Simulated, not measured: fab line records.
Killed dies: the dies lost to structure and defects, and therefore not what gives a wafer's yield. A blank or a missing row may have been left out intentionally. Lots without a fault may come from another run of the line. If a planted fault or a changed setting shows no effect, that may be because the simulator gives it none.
Chamber matching :: flow n5 finfet :: N5_BEOL_M5_DEP_56 on pecvd-04 has 3 sister chambers
The step deposits SiCN from 3MS/NH3, target thk 8 nm, time 14 s. 18 wafers are shown with their chamber, then 9 later ones without.

EACH WAFER AND ITS CHAMBER
wafer: L075.4
chamber: 1
throttle valve pct (%): 9.7
showerhead plenum p Torr (Torr): 3.689

wafer: L075.5
chamber: 0
throttle valve pct (%): 8.7
showerhead plenum p Torr (Torr): 3.668

wafer: L075.6
chamber: 2
throttle valve pct (%): 8.9
showerhead plenum p Torr (Torr): 3.672

wafer: L076.2
chamber: 1
throttle valve pct (%): 9.5
showerhead plenum p Torr (Torr): 3.695

wafer: L076.3
chamber: 2
throttle valve pct (%): 8.8
showerhead plenum p Torr (Torr): 3.654

wafer: L076.4
chamber: 2
throttle valve pct (%): 9.0
showerhead plenum p Torr (Torr): 3.669

wafer: L078.1
chamber: 0
throttle valve pct (%): 8.9
showerhead plenum p Torr (Torr): 3.666

wafer: L078.4
chamber: 1
throttle valve pct (%): 9.5
showerhead plenum p Torr (Torr): 3.708

wafer: L078.6
chamber: 2
throttle valve pct (%): 9.0
showerhead plenum p Torr (Torr): 3.664

wafer: L079.1
chamber: 2
throttle valve pct (%): 9.0
showerhead plenum p Torr (Torr): 3.658

wafer: L079.3
chamber: 1
throttle valve pct (%): 9.6
showerhead plenum p Torr (Torr): 3.691

wafer: L079.6
chamber: 2
throttle valve pct (%): 8.7
showerhead plenum p Torr (Torr): 3.672

wafer: L083.2
chamber: 0
throttle valve pct (%): 9.1
showerhead plenum p Torr (Torr): 3.667

wafer: L083.5
chamber: 2
throttle valve pct (%): 8.9
showerhead plenum p Torr (Torr): 3.660

wafer: L083.6
chamber: 0
throttle valve pct (%): 8.9
showerhead plenum p Torr (Torr): 3.666

wafer: L085.2
chamber: 0
throttle valve pct (%): 9.0
showerhead plenum p Torr (Torr): 3.676

wafer: L085.5
chamber: 2
throttle valve pct (%): 8.7
showerhead plenum p Torr (Torr): 3.670

wafer: L085.6
chamber: 1
throttle valve pct (%): 9.4
showerhead plenum p Torr (Torr): 3.689

SIGNATURES (means of the wafers above)
reading: throttle valve pct
chamber 0: 8.920
chamber 1: 9.540
chamber 2: 8.875
scatter within a chamber: 0.13

reading: showerhead plenum p Torr
chamber 0: 3.66860
chamber 1: 3.69440
chamber 2: 3.66487
scatter within a chamber: 0.00664
Rule: a wafer's distance from a chamber is the root of the sum, over the readings, of the square of ((its reading less the chamber's mean) divided by the reading's scatter). If the next closest chamber is less than 2 further off than the closest, the wafer can't be placed; otherwise it belongs to the closest. The scatter: take each reading less its chamber's mean, square it, sum over the shown wafers, divide by the number of wafers less the number of chambers, and take the root.

WAFERS WHOSE CHAMBER IS MISSING
wafer: L089.1
throttle valve pct (%): 8.8
showerhead plenum p Torr (Torr): 3.673

wafer: L089.4
throttle valve pct (%): 9.1
showerhead plenum p Torr (Torr): 3.672

wafer: L089.5
throttle valve pct (%): 9.1
showerhead plenum p Torr (Torr): 3.659

wafer: L092.1
throttle valve pct (%): 9.5
showerhead plenum p Torr (Torr): 3.686

wafer: L092.2
throttle valve pct (%): 9.0
showerhead plenum p Torr (Torr): 3.664

wafer: L092.3
throttle valve pct (%): 8.5
showerhead plenum p Torr (Torr): 3.666

wafer: L095.2
throttle valve pct (%): 9.7
showerhead plenum p Torr (Torr): 3.697

wafer: L095.3
throttle valve pct (%): 8.8
showerhead plenum p Torr (Torr): 3.667

wafer: L095.4
throttle valve pct (%): 8.9
showerhead plenum p Torr (Torr): 3.665

THE CHAMBER EACH PASSED THROUGH
wafer: L089.1
from the rows above: can't be placed: 0 or 2
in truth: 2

wafer: L089.4
from the rows above: can't be placed: 0 or 2
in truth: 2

wafer: L089.5
from the rows above: can't be placed: 2 or 0
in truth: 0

wafer: L092.1
from the rows above: 1
in truth: 1

wafer: L092.2
from the rows above: can't be placed: 0 or 2
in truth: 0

wafer: L092.3
from the rows above: can't be placed: 2 or 0
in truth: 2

wafer: L095.2
from the rows above: 1
in truth: 1

wafer: L095.3
from the rows above: can't be placed: 2 or 0
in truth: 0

wafer: L095.4
from the rows above: can't be placed: 2 or 0
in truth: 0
Correctly placed: 2 of 9. Cannot be placed on the basis of these rows: 7; the candidates contain the true chamber in 7. 0 placed wrongly.
